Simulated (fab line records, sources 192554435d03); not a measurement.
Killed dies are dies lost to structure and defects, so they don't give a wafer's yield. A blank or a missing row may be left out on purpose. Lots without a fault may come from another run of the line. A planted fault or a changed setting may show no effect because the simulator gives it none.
Split-lot experiment | flow n5_finfet | 7 lots, 21 wafers read, on a route of 1938 steps

THE SPLIT
At N5_WELL_APT_COAT_02 (resist thk 950 nm), the setting spin_rpm was moved away from the recipe's 1357 rpm on 7 of the 21 wafers read, by -10.7% to +6.8%. The other wafers ran this setting at the recipe's value.

The reading is taken at the split's own step.

THE READING
coat_of_WELL_APT_COAT_02.thk_nm (the simulator's own value, which no gauge read), in nm, at N5_WELL_APT_COAT_02 (resist thk 950 nm). The file gives no usual value for it. The 14 wafers here that ran the recipe average 951.3 nm, standard deviation 2.4 nm.

wafer  | tool, chamber at the split | spin_rpm as run, rpm | against the recipe | coat_of_WELL_APT_COAT_02.thk_nm, nm | against lot-mates on the recipe
L075.1 | litho_track-05, 0          | 1357                 | recipe             | 949.8                               | -
L075.2 | litho_track-05, 0          | 1212                 | -10.7%             | 1004                                | +54.2
L075.5 | litho_track-05, 0          | 1212                 | -10.7%             | 1005                                | +55.2
L078.1 | litho_track-01, 0          | 1357                 | recipe             | 947.9                               | -
L078.2 | litho_track-01, 0          | 1357                 | recipe             | 951.1                               | -
L078.5 | litho_track-01, 0          | 1357                 | recipe             | 945.9                               | -
L079.2 | litho_track-05, 0          | 1218                 | -10.2%             | 1004                                | +54.8
L079.3 | litho_track-05, 0          | 1357                 | recipe             | 949.2                               | -
L079.4 | litho_track-05, 0          | 1218                 | -10.2%             | 1000                                | +50.8
L085.1 | litho_track-05, 0          | 1357                 | recipe             | 951.7                               | -
L085.5 | litho_track-05, 0          | 1357                 | recipe             | 954.3                               | -
L085.6 | litho_track-05, 0          | 1357                 | recipe             | 954.1                               | -
L090.2 | litho_track-01, 0          | 1357                 | recipe             | 952.9                               | -
L090.5 | litho_track-01, 0          | 1447                 | +6.6%              | 919.5                               | -33.8
L090.6 | litho_track-01, 0          | 1357                 | recipe             | 953.6                               | -
L096.1 | litho_track-05, 0          | 1357                 | recipe             | 951.6                               | -
L096.4 | litho_track-05, 0          | 1449                 | +6.8%              | 920.6                               | -31.0
L096.6 | litho_track-05, 0          | 1449                 | +6.8%              | 919.3                               | -32.3
L097.1 | litho_track-01, 0          | 1357                 | recipe             | 951.2                               | -
L097.2 | litho_track-01, 0          | 1357                 | recipe             | 951.5                               | -
L097.4 | litho_track-01, 0          | 1357                 | recipe             | 953.9                               | -

THE FIT
A straight line over all 21 wafers: coat_of_WELL_APT_COAT_02.thk_nm changes by -4.88 nm for each +1% of spin_rpm; r = -1.00; the points scatter about the line by 2.2 nm.
The same after taking each lot's own level away (the mean of its wafers on the recipe; 21 wafers): -5.04 nm for each +1%; r = -1.00; scatter 1.5 nm.
On that fit, the largest move of spin_rpm shifts the reading by 54 nm.
The lots' own levels span 948.30 to 953.37 nm, that is 2.1 times the standard deviation above.
So the lot-to-lot level changes the slope little: the two slopes agree.
Check: with one of the wafers moved furthest among these (-10.7%) left out of the fit, the line predicts +54.3 nm for it against its lot-mates. It came out at +54.2 nm against them.

OTHER SPLITS ON THESE WAFERS
These wafers also went through other splits before the reading. Each is held against what the fit with the lots' levels taken away leaves over:
other split on the same wafers  | wafers away from the commonest value | r with coat_of_WELL_APT_COAT_02.thk_nm (lot level and that fit taken away)
N5_ZERO_LAYER_COAT_05 spin_rpm  | 7                                    | -0.20
N5_ZERO_LAYER_EXPOSE_08 dose_mj | 9                                    | +0.10

THE FILE'S OWN FIT
coat_of_WELL_APT_COAT_02.thk_nm changes by -5.07 nm for each +1% of spin_rpm, r = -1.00.
